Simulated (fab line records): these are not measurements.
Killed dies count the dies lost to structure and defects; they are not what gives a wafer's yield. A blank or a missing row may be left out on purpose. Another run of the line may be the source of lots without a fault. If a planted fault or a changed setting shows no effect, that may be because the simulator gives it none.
3 desks, one fault ; flow n5_finfet ; numbers are kept per desk, each desk with only its own; the story behind them comes last

## FROM THE METROLOGY DESK
What the gauges read for every lot (on any tool): the sampled wafers with a number, averaged. If a lot's mean is further than 4 standard deviations from the usual mean, the lot is out of limits and carries the mark OUT (the distance appears in the brackets). 7 of its 12 readings are shown, namely those furthest out on some lot.
Columns: A = cd_nm at N5_HKMG_FIN_CD_MEAS_49, usual 202.4 nm; B = DIBL_N at N5_BEOL_M4_RC_MEAS_101, usual 35.8 mV/V; C = DIBL_P at N5_BEOL_M4_RC_MEAS_101, usual 35.9 mV/V; D = IOFF_N at N5_BEOL_M4_RC_MEAS_101, usual 0.152 nA/um; E = IOFF_P at N5_BEOL_M4_RC_MEAS_101, usual 0.21 nA/um; F = SS_N at N5_BEOL_M4_RC_MEAS_101, usual 71.5 mV/dec; G = VT_P at N5_BEOL_M4_RC_MEAS_101, usual -250 mV
lot;first seen here;A;B;C;D;E;F;G
L403;day 4 06:10;202.3;37.1;38.1;0.180;0.21;72.3;-249
L404;day 4 09:53;203.3;39.1;38.7;0.195;0.27;72.1;-245
L408;day 5 16:32;202.1;36.8;38.6;0.158;0.20;71.7;-253
L420;day 8 08:50;202.8;33.6;35.4;0.153;0.21;71.3;-250
L422;day 9 06:10;202.6;33.8;34.8;0.136;0.22;71.5;-247
L423;day 9 06:21;202.4;35.6;36.9;0.168;0.23;71.7;-248
This desk's finding: nothing out of limits on any of the 6 lots.

## DESK OF THE TOOL OWNER: litho_track-04
The tool's own readings at N5_HKMG_FIN_COAT_43 (resist thk 90 nm): means of the sampled wafers that have a number, for each lot that ran on this tool. If a lot's mean is further than 4 standard deviations from the usual mean, the lot is out of limits and carries the mark OUT (the distance appears in the brackets).
Columns: A = spin_speed_rpm at N5_HKMG_FIN_COAT_43, usual 1499.8 rpm
lot;first seen here;A
L403;day 4 05:49;1500.0
L420;day 8 08:28;1581.5 (+99 or more) OUT
L422;day 9 05:49;1581.8 (+99 or more) OUT
This desk's verdict: out of limits on L420, L422, starting with L420 at day 8 08:28 (spin_speed_rpm at N5_HKMG_FIN_COAT_43). L403: within limits.

## THE DEFECT DESK
What the inspections along the route counted, lot by lot: means of the sampled wafers that have a number. If a lot's mean is further than 4 standard deviations from the usual mean, the lot is out of limits and carries the mark OUT (the distance appears in the brackets).
Columns: A = raw_defect_count at N5_DUMMY_REMOVAL_INSPECT_06, usual 12; B = raw_defect_count at N5_HKMG_FIN_INSPECT_61, usual 2.3
lot;first seen here;A;B
L403;day 4 04:41;5;2.0
L404;day 4 08:43;12;2.0
L408;day 5 15:05;9;3.3
L420;day 8 07:25;11;2.3
L422;day 9 04:47;9;3.3
L423;day 9 04:54;15;2.0
This desk's finding: nothing out of limits on any of the 6 lots.

## ALL TOGETHER
The tool owner's desk could have raised an alarm at day 8 08:28, on L420, L422.
Nothing out of limits was seen by the metrology desk.
Nothing the defect desk looked at was out of limits.
The metrology desk has L420, L422 on record, within its limits.
The defect desk has L420, L422 on record, within its limits.
On litho_track-04, each named lot ran N5_HKMG_FIN_COAT_43.

## WHAT THE SIMULATOR HAD PUT IN
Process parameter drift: litho_track-04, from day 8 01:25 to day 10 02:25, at N5_HKMG_FIN_COAT_43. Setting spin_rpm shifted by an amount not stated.
Struck lots among those shown: L420, L422.
Hours from the fault's start to each desk's first reading out of limits: the tool owner's desk, 7.
